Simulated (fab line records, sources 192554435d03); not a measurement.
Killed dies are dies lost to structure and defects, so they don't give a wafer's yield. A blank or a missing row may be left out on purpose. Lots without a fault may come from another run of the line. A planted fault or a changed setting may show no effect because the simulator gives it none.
Chamber matching | flow n5_finfet | N5_BEOL_M3_STRIP_66 on rie_diel-01: 4 sister chambers
The step strips in CF4. 8 wafers are shown with their chamber, then 9 later ones without.

WAFERS WITH THEIR CHAMBER
wafer  | chamber | showerhead_plenum_p_Torr (Torr) | throttle_valve_pct (%)
L080.3 | 1       | 1.79                            | 13.42
L079.2 | 1       | 1.79                            | 13.43
L081.1 | 0       | 1.74                            | 13.13
L082.2 | 3       | 1.84                            | 13.21
L082.5 | 2       | 1.82                            | 13.75
L084.2 | 0       | 1.73                            | 13.14
L084.4 | 3       | 1.84                            | 13.20
L084.6 | 2       | 1.82                            | 13.78

WAFERS WITHOUT THEIR CHAMBER
wafer  | showerhead_plenum_p_Torr (Torr) | throttle_valve_pct (%)
L087.4 | 1.84                            | 13.23
L087.5 | 1.73                            | 13.17
L087.6 | 1.82                            | 13.78
L092.3 | 1.73                            | 13.18
L092.4 | 1.84                            | 13.25
L092.5 | 1.84                            | 13.26
L093.1 | 1.84                            | 13.25
L093.3 | 1.78                            | 13.46
L093.5 | 1.84                            | 13.24

WHICH CHAMBER EACH WENT THROUGH
wafer  | from the rows above | in truth
L087.4 | 3                   | 3
L087.5 | 0                   | 0
L087.6 | 2                   | 2
L092.3 | 0                   | 0
L092.4 | 3                   | 3
L092.5 | 3                   | 3
L093.1 | 3                   | 3
L093.3 | 1                   | 1
L093.5 | 3                   | 3
Placed correctly: 9 of 9. Can't be placed from these rows: 0. Placed wrongly: 0.
How it was worked out, from the rows above alone: a wafer's distance from a chamber is the root of the sum, over the readings, of the square of ((its reading less the chamber's mean) divided by the reading's scatter). The wafer belongs to the nearest chamber; if the next one is less than 2 further off, it can't be placed. A chamber's mean is the mean of its shown wafers. The scatter: the root of (the sum of the squares of (reading less its chamber's mean) over the shown wafers, divided by (wafers less chambers)).
